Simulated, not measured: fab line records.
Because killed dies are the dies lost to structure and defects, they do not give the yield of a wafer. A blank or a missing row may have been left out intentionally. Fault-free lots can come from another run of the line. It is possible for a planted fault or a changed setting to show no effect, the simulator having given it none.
The tool behind it: which one? | flow n5_finfet | route of 1938 steps, sampled at 1 step: 24 lots, 72 wafers

WHAT THE GAUGES READ, wafer by wafer
N5_BEOL_M4_CD_MEAS_35: target cd 18 nm, target cd y 22.4 nm.
lot  | measured     | on        | cd_nm (nm)
L074 | day 9 00:22  | cd_sem-02 | 17.25 18.21 18.49
L075 | day 9 12:04  | cd_sem-02 | 17.85 18.04 17.63
L077 | day 10 00:07 | cd_sem-02 | 17.95 18.10 18.13
L076 | day 10 08:37 | cd_sem-02 | 18.12 17.87 17.56
L078 | day 10 18:18 | cd_sem-01 | 18.34 17.98 17.80
L079 | day 11 04:46 | cd_sem-01 | 18.06 18.36 18.16
L080 | day 11 13:10 | cd_sem-02 | 18.52 18.01 18.44
L081 | day 12 21:13 | cd_sem-01 | 18.24 18.14 18.00
L083 | day 13 19:32 | cd_sem-03 | 17.98 17.98 18.35
L084 | day 14 06:25 | cd_sem-03 | 17.76 17.68 17.93
L085 | day 14 06:40 | cd_sem-03 | 18.29 18.32 18.51
L086 | day 14 19:10 | cd_sem-03 | 18.23 18.00 18.16
L087 | day 15 06:10 | cd_sem-02 | 18.13 18.03 18.30
L090 | day 15 10:18 | cd_sem-02 | 17.69 18.09 17.76
L088 | day 15 13:21 | cd_sem-02 | 18.13 18.35 17.79
L097 | day 15 23:15 | cd_sem-01 | 18.28 18.20 17.80
L095 | day 16 03:50 | cd_sem-01 | 17.43 17.78 17.59
L091 | day 16 12:46 | cd_sem-03 | 17.69 18.05 18.04
L092 | day 16 21:54 | cd_sem-01 | 18.55 18.19 17.89
L094 | day 17 00:44 | cd_sem-02 | 18.14 18.01 18.57
L089 | day 17 03:22 | cd_sem-01 | 17.68 17.59 17.97
L093 | day 17 03:29 | cd_sem-01 | 18.13 18.86 18.31
L082 | day 17 11:17 | cd_sem-02 | 18.72 18.64 18.38
L096 | day 17 11:22 | cd_sem-03 | 18.06 17.85 18.12

EACH LOT AND THE TOOL THAT RAN IT (in order: tool; ch and the chambers of the sampled wafers; start)
The record holds no process step before these readings.

WHAT THE TOOLS THEMSELVES READ (means of the sampled wafers that have a number; where no wafer has one, the mark that the record gives instead)
The record holds no such reading with a usual standard deviation.

THE ANSWER, worked out from the rows above alone
Rule: the lots themselves supply what counts as usual. Put in order of their means at a reading, lots are off if they are a third of the lots or fewer, leave a main group of 4 or more, and stand apart from it by a gap of 3 or more times the standard deviation of the main group's means; of several such gaps the widest counts. A main group is skipped when, at the precision printed for the reading in the tables above, its means are all equal. A lot without any number at a reading at which 4 lots or more have one is off too. All remaining lots with rows at the step are treated as sound. After the gauges, taken in route order, come the tools' own readings; for these a lot's mean is taken, as printed above. At the first step where some lot is off, the reading lying furthest off is the one used; lots without a number count as furthest.
No lot is off at any reading shown: from this, nothing can be told.

WHAT THE SIMULATOR HAD INSERTED
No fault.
